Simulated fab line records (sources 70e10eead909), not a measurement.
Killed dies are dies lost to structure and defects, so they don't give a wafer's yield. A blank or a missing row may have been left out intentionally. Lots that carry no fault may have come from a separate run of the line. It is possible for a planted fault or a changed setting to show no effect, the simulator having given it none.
Chamber matching / flow nand_harc / NHARC_A_CHANNEL_FILL_D2_CMP_10 on cmp-02 has 4 sister chambers
The step polishes, target thk 150 nm. 4 wafers are shown with their chamber, then 8 later ones without.

== WAFERS, EACH WITH ITS CHAMBER ==
wafer=L302.2; chamber=0; motor_current_A (A)=13.0
wafer=L303.2; chamber=3; motor_current_A (A)=11.4
wafer=L303.4; chamber=2; motor_current_A (A)=12.2
wafer=L312.2; chamber=1; motor_current_A (A)=13.2

== WAFERS MISSING THEIR CHAMBER ==
wafer=L312.5; motor_current_A (A)=13.2
wafer=L312.6; motor_current_A (A)=13.2
wafer=L313.1; motor_current_A (A)=13.1
wafer=L313.2; motor_current_A (A)=11.1
wafer=L313.3; motor_current_A (A)=12.9
wafer=L315.2; motor_current_A (A)=12.8
wafer=L315.3; motor_current_A (A)=11.6
wafer=L315.4; motor_current_A (A)=11.1

== EACH ONE'S CHAMBER ==
wafer=L312.5; from the rows above=can't be placed: 1 or 0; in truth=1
wafer=L312.6; from the rows above=can't be placed: 1 or 0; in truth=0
wafer=L313.1; from the rows above=can't be placed: 0 or 1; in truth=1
wafer=L313.2; from the rows above=3; in truth=3
wafer=L313.3; from the rows above=can't be placed: 0 or 1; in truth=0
wafer=L315.2; from the rows above=can't be placed: 0 or 1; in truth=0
wafer=L315.3; from the rows above=3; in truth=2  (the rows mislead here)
wafer=L315.4; from the rows above=3; in truth=3
Correct placement for 2 of the 8. From these rows, 5 cannot be placed; in 5 the true chamber is one of the candidates. Placed wrongly: 1.
How it was worked out, from the rows above alone: a wafer's distance from a chamber is the root of the sum, over the readings, of the square of ((its reading less the chamber's mean) divided by the reading's scatter). If the next closest chamber is less than 2 further off than the closest, the wafer can't be placed; otherwise it belongs to the closest. The mean given for a chamber averages the wafers shown for that chamber. The scatter: with one shown wafer a chamber, the root of the mean of the squares of how far each hidden wafer lies from its nearest shown one.
